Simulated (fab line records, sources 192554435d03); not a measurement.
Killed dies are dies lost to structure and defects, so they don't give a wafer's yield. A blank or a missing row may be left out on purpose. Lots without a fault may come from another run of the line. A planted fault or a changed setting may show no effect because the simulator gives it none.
Chamber matching | flow n5_finfet | N5_SD_EPI_P_SD_RECESS_17 on rie_si-01: 4 sister chambers
The step chemistry HBr/Cl2/O2, target depth 39.1 nm, bt time 3 s. 22 wafers are shown with their chamber, then 11 later ones without.

WAFERS WITH THEIR CHAMBER
wafer  | chamber | drypump_motor_current_A (A) | oes_product_au (a.u.)
L074.1 | 1       | 5.7                         | 0.978
L074.2 | 2       | 5.1                         | 0.991
L074.3 | 3       | 4.8                         | 0.997
L081.1 | 1       | 5.7                         | 0.981
L081.3 | 3       | 4.8                         | 0.988
L081.6 | 1       | 5.7                         | 0.983
L082.1 | 1       | 5.7                         | 0.974
L082.2 | 0       | 5.2                         | 0.992
L082.6 | 2       | 5.1                         | 1.003
L084.1 | 1       | 5.7                         | 0.982
L084.2 | 0       | 5.2                         | 0.995
L084.5 | 1       | 5.8                         | 0.988
L086.1 | 0       | 5.2                         | 1.000
L086.4 | 3       | 4.7                         | 0.997
L086.5 | 0       | 5.1                         | 0.995
L088.1 | 3       | 4.8                         | 0.999
L088.2 | 1       | 5.7                         | 0.983
L088.5 | 2       | 5.0                         | 0.986
L089.1 | 3       | 4.8                         | 0.995
L089.2 | 1       | 5.6                         | 0.989
L089.5 | 3       | 4.8                         | 0.999
L090.1 | 0       | 5.2                         | 0.992

SIGNATURES (means of the wafers above)
reading                 | chamber 0 | chamber 1 | chamber 2 | chamber 3 | scatter within a chamber
drypump_motor_current_A | 5.180     | 5.700     | 5.067     | 4.783     | 0.0489
oes_product_au          | 0.99480   | 0.98225   | 0.99333   | 0.99583   | 0.00499
Rule: a wafer's distance from a chamber is the root of the sum, over the readings, of the square of ((its reading less the chamber's mean) divided by the reading's scatter). The wafer belongs to the nearest chamber; if the next one is less than 2 further off, it can't be placed. The scatter: the root of (the sum of the squares of (reading less its chamber's mean) over the shown wafers, divided by (wafers less chambers)).

WAFERS WITHOUT THEIR CHAMBER
wafer  | drypump_motor_current_A (A) | oes_product_au (a.u.)
L090.4 | 5.1                         | 0.988
L090.5 | 4.8                         | 0.995
L091.3 | 4.8                         | 1.002
L091.4 | 5.1                         | 0.994
L091.5 | 4.7                         | 1.000
L095.2 | 5.1                         | 0.995
L095.5 | 5.1                         | 0.989
L095.6 | 5.7                         | 0.984
L097.2 | 4.8                         | 0.991
L097.4 | 5.2                         | 1.005
L097.6 | 5.0                         | 0.991

WHICH CHAMBER EACH WENT THROUGH
wafer  | from the rows above     | in truth
L090.4 | can't be placed: 2 or 0 | 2
L090.5 | 3                       | 3
L091.3 | 3                       | 3
L091.4 | can't be placed: 2 or 0 | 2
L091.5 | 3                       | 3
L095.2 | can't be placed: 2 or 0 | 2
L095.5 | can't be placed: 2 or 0 | 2
L095.6 | 1                       | 1
L097.2 | 3                       | 3
L097.4 | can't be placed: 0 or 2 | 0
L097.6 | 2                       | 2
Placed correctly: 6 of 11. Can't be placed from these rows: 5 (the true chamber is among the candidates in 5). Placed wrongly: 0.
